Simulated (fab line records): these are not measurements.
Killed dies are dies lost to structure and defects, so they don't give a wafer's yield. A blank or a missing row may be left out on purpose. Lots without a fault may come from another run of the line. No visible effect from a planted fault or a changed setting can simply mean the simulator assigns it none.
A single fault, viewed from 3 desks / flow n5-finfet / only its own numbers are on each desk; what lay behind them is given at the end

## THE METROLOGY DESK
What the gauges read for every lot (on any tool): the sampled wafers with a number, averaged. Any lot whose mean is over 4 standard deviations away from the usual mean is out of limits and marked OUT; that distance is given in the brackets.
Columns: A = cd-nm at N5_BEOL_M6_CD_MEAS_28, usual 40.08 nm
lot=L953; first seen here=day 10 02:04; A=40.04
lot=L955; first seen here=day 10 10:52; A=40.23
lot=L957; first seen here=day 10 11:06; A=40.05
lot=L958; first seen here=day 10 16:59; A=40.24
lot=L959; first seen here=day 10 19:09; A=40.03
lot=L961; first seen here=day 11 13:58; A=39.94
lot=L962; first seen here=day 12 05:24; A=40.08
lot=L964; first seen here=day 12 10:14; A=39.92
lot=L965; first seen here=day 12 17:28; A=39.88
lot=L963; first seen here=day 12 17:42; A=40.34
lot=L966; first seen here=day 12 21:46; A=40.27
lot=L970; first seen here=day 14 05:34; A=40.17
lot=L972; first seen here=day 14 22:05; A=39.92
lot=L975; first seen here=day 16 00:48; A=40.28
Result from this desk: across the 14 lots, nothing is out of limits.

## THE DEFECT DESK
Lot by lot, what the route's inspections counted, given as the mean of those sampled wafers with a number. Any lot whose mean is over 4 standard deviations away from the usual mean is out of limits and marked OUT; that distance is given in the brackets.
Columns: A = raw-defect-count at N5_BEOL_M6_INSPECT_30, usual 425
lot=L953; first seen here=day 10 02:09; A=524
lot=L955; first seen here=day 10 10:57; A=424
lot=L957; first seen here=day 10 11:13; A=383
lot=L958; first seen here=day 10 17:05; A=320
lot=L959; first seen here=day 10 19:17; A=363
lot=L961; first seen here=day 11 14:05; A=461
lot=L962; first seen here=day 12 05:32; A=379
lot=L964; first seen here=day 12 10:19; A=426
lot=L965; first seen here=day 12 17:34; A=548
lot=L963; first seen here=day 12 17:47; A=508
lot=L966; first seen here=day 12 21:50; A=458
lot=L970; first seen here=day 14 05:38; A=330
lot=L972; first seen here=day 14 22:10; A=451
lot=L975; first seen here=day 16 00:53; A=356
Result from this desk: across the 14 lots, nothing is out of limits.

## AT THE TOOL OWNER'S DESK: litho-track-03
The tool's own readings at N5_BEOL_M6_COAT_71 (time 60 s, resist thk 5 nm): means of the sampled wafers that have a number, for each lot that ran on this tool. Any lot whose mean is over 4 standard deviations away from the usual mean is out of limits and marked OUT; that distance is given in the brackets.
Columns: A = spin-speed-rpm at N5_BEOL_M6_COAT_71, usual 1500.0 rpm
lot=L953; first seen here=day 10 01:44; A=1499.9
lot=L959; first seen here=day 10 18:53; A=1501.0
lot=L961; first seen here=day 11 13:41; A=1500.7
lot=L965; first seen here=day 12 17:05; A=1501.8
lot=L966; first seen here=day 12 21:29; A=1500.1
lot=L970; first seen here=day 14 04:59; A=1416.3 (-92) OUT
lot=L972; first seen here=day 14 21:49; A=1417.2 (-91) OUT
This desk's verdict: out of limits on L970, L972, starting with L970 at day 14 04:59 (spin-speed-rpm at N5_BEOL_M6_COAT_71). In limits: L953, L959, L961, L965, L966.

## ALL TOGETHER
An alarm could have come from the tool owner's desk at day 14 04:59, on L970, L972.
Nothing out of limits was seen by the metrology desk.
No out-of-limits result turned up at the defect desk.
The metrology desk has L970, L972 on record, within its limits.
The defect desk has L970, L972 on record, within its limits.
All the named lots went through N5_BEOL_M6_COAT_71 on litho-track-03.

## WHAT THE SIMULATOR PUT IN
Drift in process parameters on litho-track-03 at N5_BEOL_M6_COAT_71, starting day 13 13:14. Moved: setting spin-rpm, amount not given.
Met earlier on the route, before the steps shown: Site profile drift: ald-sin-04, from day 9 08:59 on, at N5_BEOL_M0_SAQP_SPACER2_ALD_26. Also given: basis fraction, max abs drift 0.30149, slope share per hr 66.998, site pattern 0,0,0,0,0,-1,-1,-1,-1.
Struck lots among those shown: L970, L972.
Each desk's first reading out of limits, in hours after the fault started: the tool owner's desk, 16.
